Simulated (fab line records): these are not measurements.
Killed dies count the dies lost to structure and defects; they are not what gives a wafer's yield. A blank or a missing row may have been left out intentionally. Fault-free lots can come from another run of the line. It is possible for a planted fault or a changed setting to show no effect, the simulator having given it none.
A lot that was struck, set against a sound lot :: flow nand-harc :: 14 steps out of a route of 1302
Sound: wafers L755.3, L755.5, L755.6. Wafers struck: L753.2, L753.3, L753.4. At the end, the cause is stated.
At each step with rows: each side's tool, then ch and its chambers, then its first start. Under that, the readings that differ: sound wafers :: struck wafers :: difference of the means :: sigmas: that difference in standard deviations of wafers without a fault.
alike: words and numbers the same on both sides, and readings whose means are apart by under 2 such deviations; not compared: readings that were withheld, readings missing a value for some wafer, numbers with overlapping values and no deviation given by the record, and bounds like >300 which may hide the same value.
Wherever a step has rows on one side only, a row that says differs or no value, or a row with sigmas, the two part there. When numbers do not overlap yet have no deviation, they are printed without sigmas and do not part them. A reading missing from all wafers of one side parts the sides only when that side holds two or more wafers.

NHARC_P_GATE_INSPECT_28:
  sound: defect-inspect-02 at day 11 01:35; struck: defect-inspect-01 at day 10 00:13
  alike: raw-defect-count
NHARC_P_GATE_DESCUM_31: chemistry O2, time 3 s.
  sound on rie-diel-09 ch 2,3, day 11 01:40; struck on rie-diel-11 ch 0,2,3, day 10 00:17
  alike: drypump-motor-current-A, oes-product-au, rf-vpp-V, showerhead-plenum-p-Torr, throttle-valve-pct
  not compared: rf-hours-counter-h
NHARC_P_GATE_ETCH_104: etches the open film in CF4/CHF3, target depth 60 nm.
  sound on rie-diel-09 ch 0,1,2, day 11 01:45; struck on rie-diel-11 ch 0,1,3, day 10 00:22
reading: oes-product-au (a.u.)
sound: 0.917 0.919 0.930
struck: 0.963 0.980 0.959
difference: +0.045
sigmas: +2
  alike: drypump-motor-current-A, rf-fwd-power-W, rf-vpp-V, showerhead-plenum-p-Torr, throttle-valve-pct
NHARC_P_GATE_HM_OPEN_105: chemistry O2/COS, target depth 360 nm.
  sound on rie-diel-09 ch 0,1,2; struck on rie-diel-11 ch 0,1,2
  alike: cos-flow-sccm, drypump-motor-current-A, oes-product-au, rf-fwd-power-W, rf-vpp-V, showerhead-plenum-p-Torr, throttle-valve-pct
  not compared: rf-hours-counter-h
then, 1 step without rows for these wafers: NHARC_P_GATE_STRIP_106 (strips in O2/COS).
NHARC_P_GATE_ETCH_114: etches the open film in CF4/O2, target depth 30 nm, overetch 3 nm, time 16.5 s.
  sound on rie-diel-09 ch 0,1,2; struck on rie-diel-11 ch 0,1,2
  alike: drypump-motor-current-A, oes_ar_750_au, oes-product-au, rf-fwd-power-W, rf-vpp-V, showerhead-plenum-p-Torr, throttle-valve-pct
  not compared: rf-hours-counter-h
then, 1 step without rows for these wafers: NHARC_P_GATE_ETCH_32 (etches the open film in HBr/Cl2, target depth 150 nm, time 100.1 s).
NHARC_P_GATE_STRIP_108: strips in O2.
  sound on rie-diel-08 ch 0,1, day 11 02:16; struck on rie-diel-09 ch 0,1,3, day 10 00:55
  alike: drypump-motor-current-A, oes-product-au, rf-vpp-V, showerhead-plenum-p-Torr, throttle-valve-pct
  not compared: rf-hours-counter-h
NHARC_P_GATE_CD_MEAS_33:
  sound: cd-sem-03 at day 11 02:27; struck: cd-sem-01 at day 10 01:05
reading: cd-nm (nm)
sound: 123.2 120.2 119.9
struck: 115.7 118.4 118.9
difference: -3.4
sigmas: -2
then, 3 steps without rows for these wafers: NHARC_P_GATE_STRIP_35 (strips in SPM, time 600 s); NHARC_P_GATE_PRECLEAN_73 (cleans in SC1); NHARC_P_GATE_SRD_74.
NHARC_P_GATE_ALD_36: deposits SiNx, target thk 20 nm, pulse time 60 s, ald cycles 223.
  sound on ald-sin-01 ch 0,1, day 11 02:55; struck on ald-sin-02 ch 0,1,2, day 10 01:32
reading: ald-cycles
sound: 223 223 223
struck: 304 304 304
difference: +81
sigmas: 
  alike: heater-power-w, precursor-pulse-height-rel
then, 1 step without rows for these wafers: NHARC_P_GATE_ETCHBACK_37 (etches the open film in CHF3/O2, target depth 34.5 nm, time 17.2 s).

## WHERE THEY PART
First at NHARC_P_GATE_ETCH_104; last, within this record, at NHARC_P_GATE_CD_MEAS_33. Later steps at which nothing parts them and some readings are alike: NHARC_P_GATE_ALD_36.

WHY: the cause the simulator had injected
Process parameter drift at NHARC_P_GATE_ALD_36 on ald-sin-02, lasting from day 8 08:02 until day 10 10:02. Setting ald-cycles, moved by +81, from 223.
